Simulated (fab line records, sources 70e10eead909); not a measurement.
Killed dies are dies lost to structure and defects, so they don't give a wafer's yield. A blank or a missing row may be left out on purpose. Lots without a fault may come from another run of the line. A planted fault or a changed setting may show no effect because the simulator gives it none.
Which tool did it? | flow nand_harc | 12 lots, 36 wafers sampled, at 1 step of a route of 1159

WHAT THE GAUGES READ, wafer by wafer
NHARC_A_BONDPAD_CD_MEAS_13.
lot  | measured     | on        | cd_nm (nm)
L076 | day 18 06:16 | cd_sem-02 | 499.4 500.2 498.9
L074 | day 18 08:44 | cd_sem-02 | 498.2 500.6 499.1
L077 | day 19 04:33 | cd_sem-01 | 499.2 497.3 497.3
L081 | day 19 23:43 | cd_sem-02 | 497.8 500.7 497.3
L084 | day 20 05:08 | cd_sem-03 | 500.6 500.9 498.4
L085 | day 20 17:41 | cd_sem-03 | 496.8 500.1 497.4
L087 | day 20 22:39 | cd_sem-01 | 501.1 498.8 496.5
L088 | day 21 08:47 | cd_sem-01 | 500.8 502.1 500.5
L090 | day 22 03:02 | cd_sem-02 | 496.5 493.4 500.0
L095 | day 22 17:22 | cd_sem-02 | 501.4 500.0 497.5
L094 | day 22 23:28 | cd_sem-03 | 502.5 499.7 501.4
L097 | day 23 09:38 | cd_sem-03 | 505.0 499.7 501.7

WHICH TOOL RAN EACH LOT (tool, then ch and the chambers of the sampled wafers, then the start)
The record holds no process step before these readings.

THE ANSWER, worked out from the rows above alone
Rule: what is usual is taken from the lots themselves. Put in order of their means at a reading, lots are off if they are a third of the lots or fewer, leave a main group of 4 or more, and stand apart from it by a gap of 3 or more times the standard deviation of the main group's means; of several such gaps the widest counts. A main group whose means are all the same, to the digits that the tables above print for the reading, isn't used. A lot without any number at a reading at which 4 lots or more have one is off too. The other lots that the step has rows for count as sound.
No lot is off at any reading shown: from this, nothing can be told.

WHAT THE SIMULATOR HAD PUT IN
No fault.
